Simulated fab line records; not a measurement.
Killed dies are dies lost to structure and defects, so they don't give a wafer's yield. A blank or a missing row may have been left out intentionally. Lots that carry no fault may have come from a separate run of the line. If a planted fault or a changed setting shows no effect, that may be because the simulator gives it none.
Chamber matching / flow n5 finfet / ald sin-04 running N5_MOL_CONTACT_COAG_ALD_131: 4 sister chambers
The step deposits SiO2, target thk 5 nm, pulse time 1 s, co reactant pulse time 1 s. 27 wafers are shown with their chamber, then 12 later ones without.

WAFERS WITH THEIR CHAMBER
wafer=L075.1; chamber=3; heater power w (W)=71; precursor pulse height rel=1.007
wafer=L075.2; chamber=2; heater power w (W)=95; precursor pulse height rel=1.004
wafer=L075.3; chamber=0; heater power w (W)=73; precursor pulse height rel=0.985
wafer=L075.4; chamber=1; heater power w (W)=75; precursor pulse height rel=0.983
wafer=L075.5; chamber=2; heater power w (W)=94; precursor pulse height rel=0.985
wafer=L075.6; chamber=3; heater power w (W)=71; precursor pulse height rel=1.003
wafer=L077.1; chamber=1; heater power w (W)=77; precursor pulse height rel=0.979
wafer=L077.2; chamber=0; heater power w (W)=74; precursor pulse height rel=1.004
wafer=L077.3; chamber=3; heater power w (W)=71; precursor pulse height rel=1.008
wafer=L077.4; chamber=2; heater power w (W)=94; precursor pulse height rel=1.032
wafer=L077.5; chamber=1; heater power w (W)=76; precursor pulse height rel=0.993
wafer=L077.6; chamber=2; heater power w (W)=92; precursor pulse height rel=0.999
wafer=L082.1; chamber=2; heater power w (W)=93; precursor pulse height rel=1.016
wafer=L082.2; chamber=1; heater power w (W)=79; precursor pulse height rel=1.015
wafer=L082.3; chamber=3; heater power w (W)=72; precursor pulse height rel=0.985
wafer=L086.2; chamber=3; heater power w (W)=71; precursor pulse height rel=0.966
wafer=L086.3; chamber=2; heater power w (W)=94; precursor pulse height rel=0.987
wafer=L086.5; chamber=2; heater power w (W)=95; precursor pulse height rel=0.972
wafer=L087.3; chamber=0; heater power w (W)=73; precursor pulse height rel=0.983
wafer=L087.4; chamber=2; heater power w (W)=95; precursor pulse height rel=0.983
wafer=L087.5; chamber=0; heater power w (W)=72; precursor pulse height rel=1.044
wafer=L088.1; chamber=2; heater power w (W)=92; precursor pulse height rel=1.001
wafer=L088.3; chamber=3; heater power w (W)=71; precursor pulse height rel=0.993
wafer=L088.5; chamber=3; heater power w (W)=72; precursor pulse height rel=1.004
wafer=L089.1; chamber=1; heater power w (W)=75; precursor pulse height rel=1.033
wafer=L089.5; chamber=3; heater power w (W)=72; precursor pulse height rel=0.998
wafer=L089.6; chamber=0; heater power w (W)=73; precursor pulse height rel=1.039

SIGNATURES (averages over the wafers above)
reading=heater power w; chamber 0=73.00; chamber 1=76.40; chamber 2=93.78; chamber 3=71.38; scatter within a chamber=1.08
reading=precursor pulse height rel; chamber 0=1.01100; chamber 1=1.00060; chamber 2=0.99767; chamber 3=0.99550; scatter within a chamber=0.0204
Rule: distance of a wafer from a chamber = root of the sum over the readings of ((wafer's reading minus chamber's mean) / reading's scatter) squared. If the next closest chamber is less than 2 further off than the closest, the wafer can't be placed; otherwise it belongs to the closest. The scatter: take each reading less its chamber's mean, square it, sum over the shown wafers, divide by the number of wafers less the number of chambers, and take the root.

WAFERS WHOSE CHAMBER IS MISSING
wafer=L092.1; heater power w (W)=95; precursor pulse height rel=1.022
wafer=L092.3; heater power w (W)=73; precursor pulse height rel=0.995
wafer=L092.4; heater power w (W)=77; precursor pulse height rel=1.006
wafer=L093.1; heater power w (W)=74; precursor pulse height rel=1.024
wafer=L093.2; heater power w (W)=73; precursor pulse height rel=0.975
wafer=L093.3; heater power w (W)=94; precursor pulse height rel=1.019
wafer=L093.4; heater power w (W)=77; precursor pulse height rel=1.026
wafer=L093.5; heater power w (W)=73; precursor pulse height rel=0.968
wafer=L093.6; heater power w (W)=78; precursor pulse height rel=1.010
wafer=L096.2; heater power w (W)=71; precursor pulse height rel=1.048
wafer=L096.4; heater power w (W)=79; precursor pulse height rel=1.034
wafer=L096.5; heater power w (W)=72; precursor pulse height rel=0.999

CHAMBER TAKEN BY EACH
wafer=L092.1; from the rows above=2; in truth=2
wafer=L092.3; from the rows above=can't be placed: 0 or 3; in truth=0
wafer=L092.4; from the rows above=1; in truth=1
wafer=L093.1; from the rows above=can't be placed: 0 or 1 or 3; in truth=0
wafer=L093.2; from the rows above=can't be placed: 0 or 3 or 1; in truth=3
wafer=L093.3; from the rows above=2; in truth=2
wafer=L093.4; from the rows above=1; in truth=1
wafer=L093.5; from the rows above=can't be placed: 3 or 0 or 1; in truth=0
wafer=L093.6; from the rows above=1; in truth=1
wafer=L096.2; from the rows above=can't be placed: 3 or 0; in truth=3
wafer=L096.4; from the rows above=1; in truth=1
wafer=L096.5; from the rows above=can't be placed: 3 or 0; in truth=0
Correctly placed: 6 of 12. Unplaceable from these rows: 6, with the true chamber sitting among the candidates in 6. 0 placed wrongly.
